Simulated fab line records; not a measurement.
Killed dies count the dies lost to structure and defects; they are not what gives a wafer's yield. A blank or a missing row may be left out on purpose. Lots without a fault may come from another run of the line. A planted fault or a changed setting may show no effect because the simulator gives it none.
Matching of chambers + flow n5-finfet + cmp-04 running N5_HKMG_FIN_CMP_94: 4 sister chambers
The step polishes, stops on SiNx, t overpolish 4.7 s, target thk 43.299 nm. 8 wafers are shown with their chamber, then 7 later ones without.

## WAFERS WITH THEIR CHAMBER
| wafer  | chamber | motor-current-A (A) | platen-rpm (rpm) |
|--------|---------|---------------------|------------------|
| L082.1 | 1       | 14.4                | 50.263           |
| L083.1 | 2       | 15.4                | 50.261           |
| L085.3 | 3       | 11.7                | 50.321           |
| L085.4 | 2       | 15.5                | 50.311           |
| L086.1 | 3       | 10.3                | 50.279           |
| L086.2 | 0       | 12.4                | 50.295           |
| L086.4 | 1       | 15.0                | 50.293           |
| L090.1 | 0       | 12.1                | 50.258           |

## WAFERS WITH NO CHAMBER GIVEN
| wafer  | motor-current-A (A) | platen-rpm (rpm) |
|--------|---------------------|------------------|
| L090.4 | 15.2                | 50.346           |
| L091.3 | 12.3                | 50.260           |
| L091.4 | 14.7                | 50.325           |
| L094.1 | 11.1                | 50.289           |
| L094.4 | 14.6                | 50.262           |
| L095.1 | 11.2                | 50.276           |
| L095.4 | 12.8                | 50.264           |

## EACH ONE'S CHAMBER
| wafer  | from the rows above     | in truth |
|--------|-------------------------|----------|
| L090.4 | can't be placed: 2 or 1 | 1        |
| L091.3 | 0                       | 0        |
| L091.4 | can't be placed: 1 or 2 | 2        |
| L094.1 | can't be placed: 3 or 0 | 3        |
| L094.4 | can't be placed: 1 or 2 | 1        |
| L095.1 | can't be placed: 3 or 0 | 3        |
| L095.4 | 0                       | 0        |
Placed correctly: 2 of 7. Can't be placed from these rows: 5 (the true chamber is among the candidates in 5). Number placed wrongly: 0.
How it was worked out, from the rows above alone: a wafer's distance from a chamber is the root of the sum, over the readings, of the square of ((its reading less the chamber's mean) divided by the reading's scatter). The wafer belongs to the nearest chamber; if the next one is less than 2 further off, it can't be placed. For every chamber, the mean is computed from those of its wafers that are shown. The scatter: the root of (the sum of the squares of (reading less its chamber's mean) over the shown wafers, divided by (wafers less chambers)).
